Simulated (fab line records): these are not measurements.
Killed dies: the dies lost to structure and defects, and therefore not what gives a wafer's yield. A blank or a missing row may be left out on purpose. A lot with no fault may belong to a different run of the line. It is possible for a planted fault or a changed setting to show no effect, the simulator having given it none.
fab line records	flow n5_finfet
record lots=9	wafers=27	last_day=18
route steps=1938 shown SD_EPI_N@289 SD_EPI_P@303 BEOL_M4@1111 PASSIVATION@1936
lots with no fault: from the same line, run without faults
start_h: start of the lot's first displayed wafer, in hours after the record's first day	wait_h: hours since the lot's step before	" repeats the value in the row above	L1.1+2: several wafers, shown together as one row	- value missing, or start not given	* or withheld: withheld	< > ~ a bound
route shown NAME@n: NAME is a module with steps in the file, n the number in the route of the first one	usual: the fault-free wafers' mean and standard deviation	same: alike in all rows	chamber/n: place in a boat	sites: readings site by site	_std_site: standard deviation across them	_edge_site: the outer-site mean with the inner-site mean subtracted	radius_mm: how far each site lies from the wafer's centre	mask NAME#n: copy n	behind: tool/chamber where the wafer was last shaped	hold: why the lot went on hold/how many hours it stayed there/how the hold came to an end	device: transistor that didn't switch, given as n, p or np	end of line: at the end of the route, the tests of the same wafers	where a step has no rows: the recipe by itself	killed: at the first sort, the dies lost to defects and structure; wafer yield is something else	map: a wafer's dies, x killed, . not, _ none there
set.NAME: the setting as run; set.NAME@STEP: as run at that earlier step	model.NAME: the simulator's own value behind a step, which no gauge read
one table for each step of the route and one row for each wafer, over a sample of lots
services: the hour from which a tool's chamber was out of use, counted from the record's first day as start_h (under 0 if before that day), plus the number of hours and why
## steps
# step N5_SD_EPI_N_EPI_MEAS_23
# recipe mode=xrd
# usual thk_nm=58.9/1.2
lot.wafer	tool	chamber	start_h	wait_h	thk_nm
L678.1	film_metro-02	-	76.58	1.9	60.9
L678.3	"	-	"	"	60.6
L678.4	"	-	"	"	59.9
L682.2	film_metro-01	-	99.79	1.2	60.4
L682.4	"	-	"	"	58.5
L682.5	"	-	"	"	59.7
L683.2	film_metro-01	-	106.71	1.2	57.2
L683.3	"	-	"	"	59.0
L683.6	"	-	"	"	58.2
L688.2	film_metro-02	-	137.72	1.2	58.0
L688.3	"	-	"	"	58.9
L688.5	"	-	"	"	57.5
L689.3	film_metro-02	-	142.90	1.5	60.2
L689.4	"	-	"	"	58.3
L689.5	"	-	"	"	59.6
L690.2	film_metro-01	-	148.79	1.2	59.4
L690.3	"	-	"	"	58.2
L690.4	"	-	"	"	61.3
L691.1	film_metro-02	-	154.42	1.4	58.8
L691.3	"	-	"	"	60.5
L691.6	"	-	"	"	58.3
L695.2	film_metro-01	-	179.30	1.2	58.3
L695.3	"	-	"	"	58.7
L695.6	"	-	"	"	58.8
L697.1	film_metro-02	-	195.20	1.5	59.6
L697.3	"	-	"	"	57.2
L697.6	"	-	"	"	58.2
# step N5_SD_EPI_P_CD_MEAS_09
# recipe target_cd_nm=240	landing_energy_ev=500	detector=se_inlens
# usual cd_nm=240.2/0.71
lot.wafer	tool	chamber	start_h	wait_h	cd_nm
L678.1	cd_sem-01	0	77.56	-	240.0
L678.3	"	0	"	"	240.2
L678.4	"	0	"	"	240.2
L682.2	cd_sem-03	0	100.74	-	240.3
L682.4	"	0	"	"	240.9
L682.5	"	0	"	"	241.7
L683.2	cd_sem-01	0	107.58	-	240.5
L683.3	"	0	"	"	240.5
L683.6	"	0	"	"	239.4
L688.2	cd_sem-01	0	138.68	-	240.3
L688.3	"	0	"	"	239.8
L688.5	"	0	"	"	240.0
L689.3	cd_sem-03	0	144.20	-	240.3
L689.4	"	0	"	"	239.3
L689.5	"	0	"	"	239.2
L690.2	cd_sem-03	0	150.30	-	239.8
L690.3	"	0	"	"	239.4
L690.4	"	0	"	"	240.0
L691.1	cd_sem-03	0	155.52	-	241.0
L691.3	"	0	"	"	240.6
L691.6	"	0	"	"	240.8
L695.2	cd_sem-03	0	180.45	-	240.3
L695.3	"	0	"	"	238.7
L695.6	"	0	"	"	240.4
L697.1	cd_sem-01	0	196.03	-	240.2
L697.3	"	0	"	"	239.5
L697.6	"	0	"	"	239.9
# step N5_SD_EPI_P_DESCUM_14
# recipe chemistry=O2	time_s=7.9	source_power_w=50	bias_power_w=20	pressure_mtorr=20	rf_frequency_hz=2.712e+07	temp_c=40	resist=CAR-ArF-block	o2_flow_sccm=225
# usual drypump_motor_current_A=5.5/0.38	oes_product_au=0.78/0.078	rf_vpp_V=243.1/1.1	showerhead_plenum_p_Torr=2.09/0.051	throttle_valve_pct=20.43/0.23
lot.wafer	tool	chamber	start_h	wait_h	drypump_motor_current_A	oes_product_au	rf_hours_counter_h	rf_vpp_V	showerhead_plenum_p_Torr	throttle_valve_pct
L678.1	rie_diel-03	1	78.16	0.5	5.1	0.86	53	242.8	2.13	20.17
L678.3	"	3	"	"	5.5	0.77	116	243.7	2.09	20.57
L678.4	"	0	"	"	6.2	0.68	240	241.6	2.06	20.45
L682.2	rie_diel-03	2	100.83	0.0	5.7	0.73	160	243.6	2.17	20.11
L682.4	"	1	"	"	5.2	0.84	59	243.8	2.12	20.17
L682.5	"	1	"	"	5.2	0.85	-	243.3	2.12	20.18
L683.2	rie_diel-03	1	107.67	0.0	5.1	0.84	62	242.9	2.12	20.18
L683.3	"	3	"	"	5.4	0.76	126	244.3	2.09	20.61
L683.6	"	2	"	"	5.7	0.72	-	243.5	2.17	20.12
L688.2	rie_diel-03	3	138.76	0.0	5.4	0.76	137	243.6	2.09	20.61
L688.3	"	0	"	"	6.2	0.99	0	242.6	2.06	20.13
L688.5	"	0	"	"	6.2	0.98	-	242.4	2.06	20.14
L689.3	rie_diel-03	3	144.54	0.3	5.4	0.77	139	244.1	2.08	20.62
L689.4	"	1	"	"	5.1	0.83	75	243.0	2.12	20.22
L689.5	"	2	"	"	5.8	0.71	-	244.1	2.16	20.14
L690.2	rie_diel-03	1	150.39	0.0	5.1	0.82	77	244.5	2.12	20.21
L690.3	"	0	"	"	6.2	0.95	4	243.2	2.06	20.12
L690.4	"	3	"	"	5.4	0.76	141	242.2	2.08	20.60
L691.1	rie_diel-03	2	155.61	0.0	5.8	0.71	180	242.8	2.16	20.15
L691.3	"	1	"	"	5.1	0.82	78	242.8	2.12	20.20
L691.6	"	2	"	"	5.8	0.70	-	244.5	2.16	20.15
L695.2	rie_diel-05	1	180.53	0.0	4.9	0.86	59	242.2	2.04	20.15
L695.3	"	2	"	"	5.8	0.81	101	242.8	2.10	20.68
L695.6	"	1	"	"	4.9	0.86	-	241.9	2.04	20.19
L697.1	rie_diel-05	3	196.14	0.1	5.4	0.76	131	243.6	2.10	20.16
L697.3	"	0	"	"	4.9	0.68	224	244.1	2.07	20.69
L697.6	"	1	"	"	4.9	0.86	-	241.3	2.04	20.19
# step N5_SD_EPI_P_SD_RECESS_17
# recipe chemistry=HBr/Cl2/O2	target_depth_a=391	bt_time_s=3	pressure_mtorr=10	icp_w=800	bias_w=112	HBr_flow_sccm=150	Cl2_flow_sccm=80	O2_flow_sccm=12
# usual drypump_motor_current_A=5.86/0.27	he_backside_leak_sccm=2.8/0.33	oes_product_au=1.000/0.016	throttle_valve_pct=37.1/0.34
# same bt_time_s=3
lot.wafer	tool	chamber	start_h	wait_h	drypump_motor_current_A	he_backside_leak_sccm	oes_product_au	rf_hours_counter_h	throttle_valve_pct
L678.1	rie_si-04	2	78.85	0.0	5.22	3.9	0.991	189	37.0
L678.3	"	0	"	"	5.77	2.8	0.979	143	37.7
L678.4	"	3	"	"	5.94	2.5	0.995	169	37.6
L682.2	rie_si-05	1	101.52	0.0	5.69	2.8	0.969	137	37.5
L682.4	"	2	"	"	5.67	2.4	1.014	145	37.3
L682.5	"	3	"	"	5.79	2.6	1.010	-	37.0
L683.2	rie_si-03	0	108.35	0.0	5.86	2.9	0.985	88	36.7
L683.3	"	2	"	"	6.28	3.4	1.007	67	36.8
L683.6	"	1	"	"	5.88	2.6	0.998	-	37.2
L688.2	rie_si-04	1	139.45	0.0	6.52	2.7	1.014	0	37.1
L688.3	"	3	"	"	5.95	2.9	0.994	171	37.6
L688.5	"	0	"	"	5.77	2.8	0.984	-	37.7
L689.3	rie_si-04	1	145.23	0.0	6.52	2.8	1.010	0	37.1
L689.4	"	2	"	"	5.23	2.9	0.934	-	37.1
L689.5	"	1	"	"	6.54	2.8	1.015	-	37.1
L690.2	rie_si-05	3	151.08	0.0	5.77	2.5	1.003	88	37.0
L690.3	"	1	"	"	5.69	2.9	0.974	137	37.5
L690.4	"	0	"	"	6.03	2.6	1.034	7	36.9
L691.1	rie_si-04	3	156.30	0.0	5.96	2.7	0.997	171	37.6
L691.3	"	2	"	"	5.22	2.9	0.940	191	37.1
L691.6	"	3	"	"	5.96	2.8	0.981	-	37.6
L695.2	rie_si-03	0	181.22	0.0	5.84	2.8	0.984	89	36.7
L695.3	"	1	"	"	5.86	2.8	0.993	173	37.2
L695.6	"	3	"	"	5.74	2.4	1.007	-	36.6
L697.1	rie_si-03	2	196.83	0.0	6.27	3.6	0.989	68	36.8
L697.3	"	0	"	"	5.87	3.0	0.981	89	36.7
L697.6	"	3	"	"	5.71	2.5	0.998	-	36.6
# step N5_BEOL_M4_RC_MEAS_101
# usual CJ_P=5.78/0.13	DIBL_N=36.2/1.2	DIBL_P=36.3/1.3	IOFF_N=0.155/0.019	IOFF_P=0.210/0.029	ION_N=677/8.6	ION_P=465/6.8	REXT_P=100.1/2.5	SS_N=71.4/0.48	SS_P=73.2/0.53	VT_N=249.9/2.4	VT_P=-250/3.2	VT_P_LVT=-99.0/2.5
lot.wafer	tool	chamber	start_h	wait_h	CJ_P	DIBL_N[mV/V]	DIBL_P[mV/V]	IOFF_N[nA/um]	IOFF_P[nA/um]	ION_N[uA/um]	ION_P[uA/um]	REXT_P[ohm.um]	SS_N[mV/dec]	SS_P[mV/dec]	VT_N[mV]	VT_P[mV]	VT_P_LVT[mV]
L678.1	prober-02	0	199.88	0.0	5.90	35.7	36.0	0.144	0.215	671	463	94.8	71.6	73.4	251.6	-249	-99.3
L678.3	"	0	"	"	5.57	37.4	38.4	0.182	0.245	678	469	96.3	70.9	74.0	246.6	-247	-96.9
L678.4	"	0	"	"	5.66	37.0	37.4	0.166	0.222	666	464	96.9	71.0	73.7	249.5	-248	-98.0
L683.2	prober-01	0	224.86	0.2	5.73	37.3	38.1	0.192	0.255	688	467	104.3	71.8	74.0	248.3	-245	-95.5
L683.3	"	0	"	"	5.54	35.2	36.1	0.156	0.230	674	461	102.9	71.5	73.6	248.8	-245	-96.7
L683.6	"	0	"	"	5.82	35.7	36.5	0.164	0.228	676	467	103.2	71.1	72.9	248.3	-249	-97.0
L682.2	prober-02	0	233.38	0.2	5.72	35.4	35.1	0.155	0.235	679	473	100.0	71.8	73.3	247.3	-246	-95.0
L682.4	"	0	"	"	5.91	36.1	35.5	0.165	0.245	683	477	98.3	71.8	73.4	248.0	-244	-93.7
L682.5	"	0	"	"	5.67	35.5	35.5	0.158	0.257	671	474	99.0	71.6	73.4	248.7	-244	-93.8
L689.3	prober-01	0	265.65	0.3	5.74	37.0	37.8	0.187	0.269	680	469	101.4	71.5	74.1	245.6	-244	-93.8
L689.4	"	0	"	"	3.67	36.3	35.1	0.175	0.190	696	427	110.5	71.9	73.3	247.8	-254	-101.7
L689.5	"	0	"	"	5.71	36.7	37.1	0.172	0.257	686	478	100.0	71.8	73.1	245.8	-246	-94.7
L688.2	prober-02	0	273.99	0.2	5.63	35.4	37.3	0.158	0.225	674	462	99.9	71.5	74.0	251.2	-249	-98.0
L688.3	"	0	"	"	5.85	34.9	36.4	0.147	0.215	675	469	99.2	71.8	73.4	249.0	-249	-98.9
L688.5	"	0	"	"	5.94	35.6	37.5	0.172	0.238	680	472	99.1	70.5	73.7	248.5	-246	-97.0
L690.2	prober-01	0	280.87	0.2	5.88	34.9	35.2	0.129	0.162	666	449	101.5	71.6	72.5	256.9	-258	-103.3
L690.3	"	0	"	"	5.65	35.5	36.2	0.147	0.182	669	455	101.2	71.6	73.1	251.4	-253	-101.3
L690.4	"	0	"	"	5.61	35.7	36.4	0.152	0.187	672	453	102.6	72.4	73.1	251.7	-254	-101.4
L691.1	prober-02	0	292.39	0.0	5.58	38.3	36.4	0.164	0.178	679	460	101.8	70.9	73.2	250.1	-255	-102.6
L691.3	"	0	"	"	3.89	38.5	34.7	0.166	0.130	676	408	111.5	71.7	73.2	251.8	-262	-110.0
L691.6	"	0	"	"	5.75	37.0	35.2	0.143	0.159	678	459	100.3	71.3	72.5	249.1	-256	-104.5
L695.2	prober-02	0	308.16	0.2	5.67	37.6	36.5	0.155	0.207	665	457	103.5	71.7	72.6	250.2	-250	-100.3
L695.3	"	0	"	"	5.87	37.3	37.1	0.156	0.218	680	465	101.9	71.6	72.3	250.3	-249	-99.2
L695.6	"	0	"	"	5.88	37.2	36.3	0.147	0.203	671	467	101.5	71.3	73.1	250.7	-249	-100.6
L697.1	prober-02	0	322.78	0.0	5.62	35.4	33.4	0.128	0.159	657	451	103.2	70.9	72.4	252.2	-254	-104.0
L697.3	"	0	"	"	5.47	36.9	35.5	0.159	0.188	673	459	104.4	71.7	72.8	250.4	-251	-101.3
L697.6	"	0	"	"	5.84	37.4	36.0	0.164	0.199	674	458	102.8	71.9	73.6	249.7	-252	-100.4
# step N5_PASSIVATION_PROBE_49
# usual defect_limited_yield=91.2/1.4	killed_at_M0_to_M3=34/10	killed_at_M4_up=13/5.1	killed_at_contacts=12/6.5	killed_at_front_end=41/11	killed_at_other=4/3.3	killed_dies=104/16	killed_on_rim=14/3.9	killed_open=69/13	killed_short=33/7	sort_bin_5_function=5.1/0.91	sort_bin_6_memory=3.3/0.69	sort_bin_8_speed=0/0	sort_n_pass=1076/16	sort_yield_pct=91.2/1.4
# same gross_dies=1180	killed_at_back_side=0	sort_bin_4_leakage[%]=0
lot.wafer	tool	chamber	start_h	wait_h	defect_limited_yield[%]	killed_at_M0_to_M3	killed_at_M4_up	killed_at_contacts	killed_at_front_end	killed_at_other	killed_dies	killed_on_rim	killed_open	killed_short	sort_bin_5_function[%]	sort_bin_6_memory[%]	sort_bin_8_speed[%]	sort_n_pass	sort_yield_pct[%]
L678.1	prober-01	-	312.24	0.0	94.5	30	6	4	25	0	65	11	44	21	3.0	2.4	0	1115	94.5
L678.3	prober-01	-	312.34	0.1	91.6	43	18	6	32	0	99	10	66	31	4.0	4.1	0	1081	91.6
L678.4	prober-01	-	312.39	0.2	90.2	48	18	20	29	1	116	13	76	35	5.5	4.1	0	1064	90.2
L683.2	prober-01	-	328.32	0.1	91.9	27	9	21	36	3	96	19	70	25	4.7	3.1	0	1084	91.9
L683.3	prober-01	-	328.37	0.1	91.7	47	8	10	32	1	98	10	69	29	5.0	2.7	0	1082	91.7
L683.6	prober-01	-	328.52	0.3	94.1	34	6	9	16	5	70	12	42	25	3.3	2.1	0	1110	94.1
L682.2	prober-02	-	343.53	0.8	90.3	29	7	23	55	1	115	17	79	34	5.7	3.9	0	1065	90.3
L682.4	prober-02	-	343.63	0.9	91.8	18	21	22	36	0	97	12	72	25	5.1	3.1	0	1083	91.8
L682.5	prober-02	-	343.68	1.0	90.5	37	6	13	56	0	112	12	74	37	5.5	3.7	0	1068	90.5
L688.2	prober-02	-	370.94	0.1	92.9	27	7	14	33	3	84	16	46	35	4.7	2.1	0	1096	92.9
L688.3	prober-02	-	370.99	0.1	92.4	41	12	9	26	2	90	11	55	35	4.6	2.8	0	1090	92.4
L688.5	prober-02	-	371.09	0.2	90.7	32	12	14	48	4	110	15	61	49	5.4	3.6	0	1070	90.7
L689.3	prober-02	-	371.42	0.1	89.6	45	12	7	52	7	123	15	87	34	5.4	4.3	0	1057	89.6
L689.4	prober-02	-	371.47	0.2	94.4	15	12	13	24	2	66	9	46	20	3.1	2.0	37.29	674	57.1
L689.5	prober-02	-	371.52	0.2	90.8	25	18	10	44	11	108	17	68	35	4.9	3.6	0	1072	90.8
L690.2	prober-02	-	376.58	0.1	94.2	22	4	19	21	3	69	11	51	18	3.6	2.1	0	1111	94.2
L690.4	prober-02	-	376.68	0.2	91.6	28	11	16	38	6	99	11	67	32	4.5	3.6	0	1081	91.6
L691.1	prober-02	-	388.21	0.0	91.0	24	14	15	52	1	106	15	77	29	5.3	3.4	0	1074	91.0
L691.3	prober-02	-	388.31	0.1	90.6	43	11	6	41	10	111	13	81	29	5.8	3.2	90.17	5	0.4
L691.6	prober-02	-	388.46	0.3	89.6	41	19	16	41	6	123	20	84	31	6.0	3.4	0	1057	89.6
L695.2	prober-01	-	410.40	0.1	89.5	56	15	14	37	2	124	14	79	45	5.5	4.3	0	1056	89.5
L695.3	prober-01	-	410.45	0.1	90.9	45	6	8	47	1	107	12	83	24	5.3	3.5	0	1073	90.9
L695.6	prober-01	-	410.60	0.3	90.5	39	12	11	48	2	112	9	75	37	5.4	3.9	0	1068	90.5
L697.1	prober-01	-	428.39	0.7	88.1	43	17	18	57	5	140	25	88	47	6.5	4.7	0	1040	88.1
L697.3	prober-01	-	428.49	0.8	92.5	23	10	7	43	6	89	8	61	26	4.2	3.2	0	1091	92.5
L697.6	prober-01	-	428.64	1.0	90.8	33	13	11	48	4	109	13	81	26	5.3	3.6	0	1071	90.8
# killed by level:class
L678.1 BEOL_M0_SAQP:geometric_particle:open=8 BEOL_M3:geometric_particle:open=8 GATE_CUT:geometric_particle:open=4 FIN_SAQP:geometric_particle:short=3 DUMMY_GATE:geometric_particle:open=3 MOL_CONTACT_COAG:geometric_particle:open=3 GATE_CUT:geometric_particle:short=3 BEOL_M2:geometric_particle:open=3
L678.3 BEOL_M2:geometric_particle:open=12 BEOL_M0_SAQP:geometric_particle:open=11 BEOL_M0_SAQP:geometric_particle:short=9 FIN_SAQP:geometric_particle:short=7 FIN_SAQP:geometric_particle:open=5 MOL_CONTACT_COAG:geometric_particle:open=5 BEOL_M1:geometric_particle:short=5 BEOL_M4:geometric_particle:open=5
L678.4 MOL_CONTACT_COAG:geometric_particle:open=18 BEOL_M0_SAQP:geometric_particle:short=10 BEOL_M0_SAQP:geometric_particle:open=7 BEOL_M1:geometric_particle:open=7 BEOL_M2:geometric_particle:open=7 FIN_SAQP:geometric_particle:short=6 FIN_SAQP:geometric_particle:open=6 BEOL_M3:geometric_particle:open=6
L683.2 MOL_CONTACT_COAG:geometric_particle:open=17 BEOL_M2:geometric_particle:open=9 GATE_CUT:geometric_particle:open=6 ILD0:geometric_particle:open=5 BEOL_M0_SAQP:geometric_particle:open=5 BEOL_M0_SAQP:geometric_particle:short=5 BEOL_M4:geometric_particle:open=5 FIN_SAQP:geometric_particle:open=4
L683.3 BEOL_M2:geometric_particle:open=18 MOL_CONTACT_COAG:geometric_particle:open=9 BEOL_M0_SAQP:geometric_particle:open=8 FIN_SAQP:geometric_particle:short=7 BEOL_M0_SAQP:geometric_particle:short=7 STI_FIN_REVEAL:geometric_particle:open=5 BEOL_M3:geometric_particle:open=5 GATE_CUT:geometric_particle:short=4
L683.6 BEOL_M0_SAQP:geometric_particle:open=7 BEOL_M0_SAQP:geometric_particle:short=7 MOL_CONTACT_COAG:geometric_particle:open=6 BEOL_M2:geometric_particle:open=6 STI_FIN_REVEAL:geometric_particle:open=4 MOL_CONTACT_COAG:geometric_particle:short=3 BEOL_M0:geometric_particle:open=3 BEOL_M0:geometric_particle:short=3
L682.2 MOL_CONTACT_COAG:geometric_particle:open=20 FIN_SAQP:geometric_particle:open=14 STI_FIN_REVEAL:geometric_particle:open=12 FIN_SAQP:geometric_particle:short=11 DUMMY_GATE:geometric_particle:open=6 BEOL_M2:geometric_particle:open=6 BEOL_M0_SAQP:geometric_particle:short=6 BEOL_M1:geometric_particle:open=6
L682.4 MOL_CONTACT_COAG:geometric_particle:open=18 STI_FIN_REVEAL:geometric_particle:open=11 FIN_SAQP:geometric_particle:open=8 BEOL_M5:geometric_particle:open=6 BEOL_M1:geometric_particle:open=5 FIN_SAQP:geometric_particle:short=4 MOL_CONTACT_COAG:geometric_particle:short=4 BEOL_M0_SAQP:geometric_particle:short=4
L682.5 STI_FIN_REVEAL:geometric_particle:open=16 FIN_SAQP:geometric_particle:open=11 MOL_CONTACT_COAG:geometric_particle:open=9 BEOL_M1:geometric_particle:open=7 BEOL_M0_SAQP:geometric_particle:open=7 BEOL_M0_SAQP:geometric_particle:short=7 ILD0:geometric_particle:short=5 BEOL_M2:geometric_particle:open=5
L688.2 FIN_SAQP:geometric_particle:short=11 MOL_CONTACT_COAG:geometric_particle:open=10 BEOL_M0_SAQP:geometric_particle:short=8 BEOL_M0_SAQP:geometric_particle:open=6 BEOL_M3:geometric_particle:open=6 STI_FIN_REVEAL:geometric_particle:open=5 MOL_CONTACT_COAG:geometric_particle:short=4 BEOL_M4:geometric_particle:open=4
L688.3 BEOL_M0_SAQP:geometric_particle:open=11 BEOL_M3:geometric_particle:open=11 MOL_CONTACT_COAG:geometric_particle:open=6 BEOL_M0_SAQP:geometric_particle:short=6 FIN_SAQP:geometric_particle:short=5 BEOL_M2:geometric_particle:short=5 FIN_SAQP:geometric_particle:open=4 STI_FIN_REVEAL:geometric_particle:open=4
L688.5 FIN_SAQP:geometric_particle:short=17 MOL_CONTACT_COAG:geometric_particle:open=11 BEOL_M0_SAQP:geometric_particle:open=11 STI_FIN_REVEAL:geometric_particle:open=10 BEOL_M0_SAQP:geometric_particle:short=10 FIN_SAQP:geometric_particle:open=8 BEOL_M3:geometric_particle:open=7 GATE_CUT:geometric_particle:short=4
L689.3 STI_FIN_REVEAL:geometric_particle:open=17 FIN_SAQP:geometric_particle:open=9 BEOL_M1:geometric_particle:open=9 FIN_SAQP:geometric_particle:short=8 BEOL_M2:geometric_particle:open=8 BEOL_M0_SAQP:geometric_particle:open=8 BEOL_M3:geometric_particle:open=8 MOL_CONTACT_COAG:geometric_particle:open=7
L689.4 MOL_CONTACT_COAG:geometric_particle:open=13 STI_FIN_REVEAL:geometric_particle:open=9 BEOL_M3:geometric_particle:open=9 BEOL_M4:geometric_particle:open=6 GATE_CUT:geometric_particle:short=3 BEOL_M3:geometric_particle:short=3 STARTING-WAFER:geometric_particle:short=3 STI_FIN_REVEAL:geometric_particle:short=2
L689.5 STI_FIN_REVEAL:geometric_particle:open=18 BEOL_M3:geometric_particle:open=11 BEOL_M4:geometric_particle:open=8 MOL_CONTACT_COAG:geometric_particle:open=7 PASS1_CAP:geometric_particle:short=7 STARTING-WAFER:geometric_particle:open=6 HKMG_FIN:area_etch=5 GATE_CUT:geometric_particle:short=4
L690.2 MOL_CONTACT_COAG:geometric_particle:open=19 BEOL_M3:geometric_particle:open=13 GATE_CUT:geometric_particle:short=8 STI_FIN_REVEAL:geometric_particle:open=5 FIN_SAQP:geometric_particle:open=2 ILD0:geometric_particle:short=2 GATE_CUT:geometric_particle:open=2 BEOL_M0_SAQP:geometric_particle:open=2
L690.4 MOL_CONTACT_COAG:geometric_particle:open=14 FIN_SAQP:geometric_particle:short=10 BEOL_M3:geometric_particle:open=10 STI_FIN_REVEAL:geometric_particle:open=9 FIN_SAQP:geometric_particle:open=7 BEOL_M1:geometric_particle:open=6 BEOL_M0_SAQP:geometric_particle:short=5 BEOL_M0_SAQP:geometric_particle:open=4
L691.1 STI_FIN_REVEAL:geometric_particle:open=31 MOL_CONTACT_COAG:geometric_particle:open=11 BEOL_M4:geometric_particle:open=8 BEOL_M0_SAQP:geometric_particle:short=7 BEOL_M2:geometric_particle:open=7 FIN_SAQP:geometric_particle:short=6 MOL_CONTACT_COAG:geometric_particle:short=4 DUMMY_GATE:geometric_particle:open=3
L691.3 STI_FIN_REVEAL:geometric_particle:open=16 DUMMY_GATE:geometric_particle:open=9 BEOL_M2:geometric_particle:open=9 BEOL_M0_SAQP:geometric_particle:short=7 BEOL_M1:geometric_particle:open=7 BEOL_M4:geometric_particle:open=7 MOL_CONTACT_COAG:geometric_particle:open=6 BEOL_M3:geometric_particle:open=5
L691.6 BEOL_M0_SAQP:geometric_particle:open=18 MOL_CONTACT_COAG:geometric_particle:open=14 STI_FIN_REVEAL:geometric_particle:open=11 BEOL_M0_SAQP:geometric_particle:short=11 BEOL_M4:geometric_particle:open=8 HKMG_FIN:area_etch=8 DUMMY_GATE:geometric_particle:open=6 GATE_CUT:geometric_particle:short=4
L695.2 BEOL_M0_SAQP:geometric_particle:open=15 FIN_SAQP:geometric_particle:short=14 MOL_CONTACT_COAG:geometric_particle:open=14 BEOL_M3:geometric_particle:open=13 BEOL_M0_SAQP:geometric_particle:short=12 FIN_SAQP:geometric_particle:open=10 BEOL_M4:geometric_particle:open=7 BEOL_M2:geometric_particle:open=6
L695.3 STI_FIN_REVEAL:geometric_particle:open=23 BEOL_M3:geometric_particle:open=16 BEOL_M0_SAQP:geometric_particle:open=12 MOL_CONTACT_COAG:geometric_particle:open=8 BEOL_M0_SAQP:geometric_particle:short=8 DUMMY_GATE:geometric_particle:open=6 STARTING-WAFER:geometric_particle:open=4 FIN_SAQP:geometric_particle:short=3
L695.6 STI_FIN_REVEAL:geometric_particle:open=17 FIN_SAQP:geometric_particle:short=11 MOL_CONTACT_COAG:geometric_particle:open=10 BEOL_M0_SAQP:geometric_particle:open=8 BEOL_M3:geometric_particle:open=7 BEOL_M0_SAQP:geometric_particle:short=6 BEOL_M2:geometric_particle:open=6 FIN_SAQP:geometric_particle:open=4
L697.1 FIN_SAQP:geometric_particle:short=16 MOL_CONTACT_COAG:geometric_particle:open=14 BEOL_M2:geometric_particle:open=14 FIN_SAQP:geometric_particle:open=10 STI_FIN_REVEAL:geometric_particle:open=8 GATE_CUT:geometric_particle:open=6 BEOL_M4:geometric_particle:open=6 BEOL_M0_SAQP:geometric_particle:open=5
L697.3 STI_FIN_REVEAL:geometric_particle:open=13 FIN_SAQP:geometric_particle:open=9 FIN_SAQP:geometric_particle:short=8 BEOL_M1:geometric_particle:open=8 MOL_CONTACT_COAG:geometric_particle:open=7 GATE_CUT:geometric_particle:short=6 BEOL_M3:geometric_particle:open=4 PASS1_CAP:geometric_particle:open=3
L697.6 FIN_SAQP:geometric_particle:open=11 MOL_CONTACT_COAG:geometric_particle:open=10 GATE_CUT:geometric_particle:open=8 BEOL_M0:geometric_particle:open=8 BEOL_M1:geometric_particle:open=8 DUMMY_GATE:geometric_particle:open=7 GATE_CUT:geometric_particle:short=7 BEOL_M4:geometric_particle:open=5
## services
tool	chamber	start_h	hours	kind
rie_si-04	1	94.80	-	clean
rie_si-04	1	94.80	22.4	scheduled_down
rie_si-04	1	94.80	22.4	vent_cycle
rie_si-03	-	106.36	0.2	repair
rie_si-05	-	108.66	0.3	repair
rie_si-05	3	108.97	2.1	repair
rie_diel-03	0	109.73	-	clean
rie_diel-03	0	109.73	-	consumable_replace:focus_ring
rie_diel-03	0	109.73	26.8	scheduled_down
rie_diel-03	0	109.73	26.8	vent_cycle
rie_si-05	-	111.27	14.6	pm
rie_si-04	0	143.64	3.5	repair
rie_diel-03	3	152.15	13.5	repair
rie_diel-03	-	157.17	10.0	pm
rie_si-04	0	164.24	2.1	repair
rie_si-04	2	174.84	-	clean
rie_si-04	2	174.84	17.6	scheduled_down
rie_si-04	2	174.84	17.6	vent_cycle
rie_diel-05	3	175.74	3.6	repair
## key
first_sign step=N5_SD_EPI_P_SD_RECESS_17	reading=oes_product_au	direction=down	sigmas=3.8	usual=1.000	struck=0.937
effect step=N5_BEOL_M4_RC_MEAS_101	reading=CJ_P	direction=down	sigmas=16	usual=5.78	struck=3.78
effect step=N5_BEOL_M4_RC_MEAS_101	reading=ION_P	direction=down	sigmas=7.1	usual=465	struck=417
effect step=N5_BEOL_M4_RC_MEAS_101	reading=REXT_P	direction=up	sigmas=4.4	usual=100.1	struck=111.0
effect step=N5_BEOL_M4_RC_MEAS_101	reading=VT_P_LVT	direction=down	sigmas=2.7	usual=-99.0	struck=-105.9
effect step=N5_BEOL_M4_RC_MEAS_101	reading=VT_P	direction=down	sigmas=2.5	usual=-250	struck=-258
effect step=N5_PASSIVATION_PROBE_49	reading=sort_bin_8_speed	direction=up	sigmas=99+	usual=0	struck=63.73
met_at N5_SD_EPI_P_SD_RECESS_17
struck_lots L689,L691
struck_wafers L689.4,L691.3
not_acting_at N5_SD_EPI_N_EPI_MEAS_23,N5_SD_EPI_P_CD_MEAS_09,N5_SD_EPI_P_DESCUM_14
onset_between 78.85 145.23
fault kind=process_parameter_drift	tool=rie_si-04	chamber=2	onset_h=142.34	steps=N5_SD_EPI_P_SD_RECESS_17	channel=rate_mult	offset=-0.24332	shape=step	end_h=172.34
